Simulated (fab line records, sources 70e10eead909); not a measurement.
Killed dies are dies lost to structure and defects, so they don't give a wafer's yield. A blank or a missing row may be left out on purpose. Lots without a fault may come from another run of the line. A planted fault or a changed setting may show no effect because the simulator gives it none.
Which tool did it? | flow nand_harc | 24 lots, 72 wafers sampled, at 2 steps of a route of 1302

WHAT THE GAUGES READ, wafer by wafer
NHARC_A_ONON_D2_THK_MEAS_02: measures by ellipsometry.
lot  | measured     | on            | thk_nm (nm)
L074 | day 12 00:10 | film_metro-02 | 1010 1007 1006
L075 | day 12 17:12 | film_metro-01 | 999 1000 1003
L076 | day 13 14:24 | film_metro-01 | 1010 1009 1010
L077 | day 13 14:17 | film_metro-02 | 991 993 993
L078 | day 14 05:07 | film_metro-01 | 1005 1003 1005
L079 | day 14 12:17 | film_metro-01 | 994 996 996
L080 | day 14 12:13 | film_metro-02 | 1000 1000 999
L081 | day 15 10:55 | film_metro-01 | 1023 1025 1024
L082 | day 15 17:19 | film_metro-01 | 997 998 997
L083 | day 15 23:07 | film_metro-02 | 1006 1004 1006
L084 | day 16 18:09 | film_metro-01 | 986 985 986
L085 | day 16 18:05 | film_metro-01 | 991 990 991
L086 | day 17 06:32 | film_metro-02 | 994 994 991
L087 | day 17 14:52 | film_metro-02 | 996 998 996
L088 | day 18 14:34 | film_metro-02 | 1004 1002 1002
L089 | day 18 14:22 | film_metro-01 | 1002 1002 1004
L090 | day 19 04:13 | film_metro-02 | 993 993 994
L091 | day 19 04:14 | film_metro-01 | 991 992 990
L092 | day 19 16:05 | film_metro-02 | 1019 1021 1018
L093 | day 20 13:49 | film_metro-01 | 996 994 994
L094 | day 20 19:36 | film_metro-02 | 982 983 982
L095 | day 21 06:46 | film_metro-01 | 988 987 988
L096 | day 21 15:08 | film_metro-02 | 1003 1001 1002
L097 | day 21 15:16 | film_metro-01 | 987 989 988

WHICH TOOL RAN EACH LOT (tool, then ch and the chambers of the sampled wafers, then the start)
lot  | NHARC_A_CHANNEL_FILL_D1_ALD_15
L074 | ald_sin_batch-02 ch 0, day 12 00:10 or earlier
L075 | ald_sin_batch-03 ch 0, day 12 17:12 or earlier
L076 | ald_sin_batch-03 ch 0, day 13 14:24 or earlier
L077 | ald_sin_batch-02 ch 0, day 13 14:17 or earlier
L078 | ald_sin_batch-02 ch 0, day 14 05:07 or earlier
L079 | ald_sin_batch-02 ch 0, day 14 12:17 or earlier
L080 | ald_sin_batch-02 ch 0, day 14 12:13 or earlier
L081 | ald_sin_batch-03 ch 0, day 15 10:55 or earlier
L082 | ald_sin_batch-03 ch 0, day 15 17:19 or earlier
L083 | ald_sin_batch-03 ch 0, day 15 23:07 or earlier
L084 | ald_sin_batch-01 ch 0, day 16 18:09 or earlier
L085 | ald_sin_batch-01 ch 0, day 16 18:05 or earlier
L086 | ald_sin_batch-01 ch 0, day 17 06:32 or earlier
L087 | ald_sin_batch-01 ch 0, day 17 14:52 or earlier
L088 | ald_sin_batch-01 ch 0, day 18 14:34 or earlier
L089 | ald_sin_batch-01 ch 0, day 18 14:22 or earlier
L090 | ald_sin_batch-03 ch 0, day 19 04:13 or earlier
L091 | ald_sin_batch-03 ch 0, day 19 04:14 or earlier
L092 | ald_sin_batch-02 ch 0, day 19 16:05 or earlier
L093 | ald_sin_batch-02 ch 0, day 20 13:49 or earlier
L094 | ald_sin_batch-02 ch 0, day 17 21:58
L095 | ald_sin_batch-03 ch 0, day 18 06:44
L096 | ald_sin_batch-02 ch 0, day 18 11:58
L097 | ald_sin_batch-03 ch 0, day 21 15:16 or earlier
- NHARC_A_CHANNEL_FILL_D1_ALD_15: deposits SiNx, target thk 2 nm, pulse time 60 s, ald cycles 19.

WHAT THE TOOLS THEMSELVES READ (means of the sampled wafers that have a number; where no wafer has one, the mark that the record gives instead)
NHARC_A_CHANNEL_FILL_D1_ALD_15.
lot  | tool             | precursor_pulse_height_rel
L074 | ald_sin_batch-02 | 1.008
L075 | ald_sin_batch-03 | 1.005
L076 | ald_sin_batch-03 | 0.996
L077 | ald_sin_batch-02 | 0.987
L078 | ald_sin_batch-02 | 1.013
L079 | ald_sin_batch-02 | 0.994
L080 | ald_sin_batch-02 | 1.020
L081 | ald_sin_batch-03 | 0.994
L082 | ald_sin_batch-03 | 1.020
L083 | ald_sin_batch-03 | 0.973
L084 | ald_sin_batch-01 | 1.002
L085 | ald_sin_batch-01 | 1.008
L086 | ald_sin_batch-01 | 1.009
L087 | ald_sin_batch-01 | 0.988
L088 | ald_sin_batch-01 | 0.991
L089 | ald_sin_batch-01 | 1.007
L090 | ald_sin_batch-03 | 0.981
L091 | ald_sin_batch-03 | 0.981
L092 | ald_sin_batch-02 | 1.010
L093 | ald_sin_batch-02 | 0.998
L094 | ald_sin_batch-02 | 1.004
L095 | ald_sin_batch-03 | 1.001
L096 | ald_sin_batch-02 | 0.996
L097 | ald_sin_batch-03 | 0.999

THE ANSWER, worked out from the rows above alone
Rule: what is usual is taken from the lots themselves. Put in order of their means at a reading, lots are off if they are a third of the lots or fewer, leave a main group of 4 or more, and stand apart from it by a gap of 3 or more times the standard deviation of the main group's means; of several such gaps the widest counts. A main group whose means are all the same, to the digits that the tables above print for the reading, isn't used. A lot without any number at a reading at which 4 lots or more have one is off too. The other lots that the step has rows for count as sound. The gauges are gone through in route order, then the tools' own readings, and for those a lot's mean is taken as printed above. The first step at which some lot is off is used, and at that step the reading that is off furthest; a lot without a number counts as furthest.
No lot is off at any reading shown: from this, nothing can be told.

WHAT THE SIMULATOR HAD PUT IN
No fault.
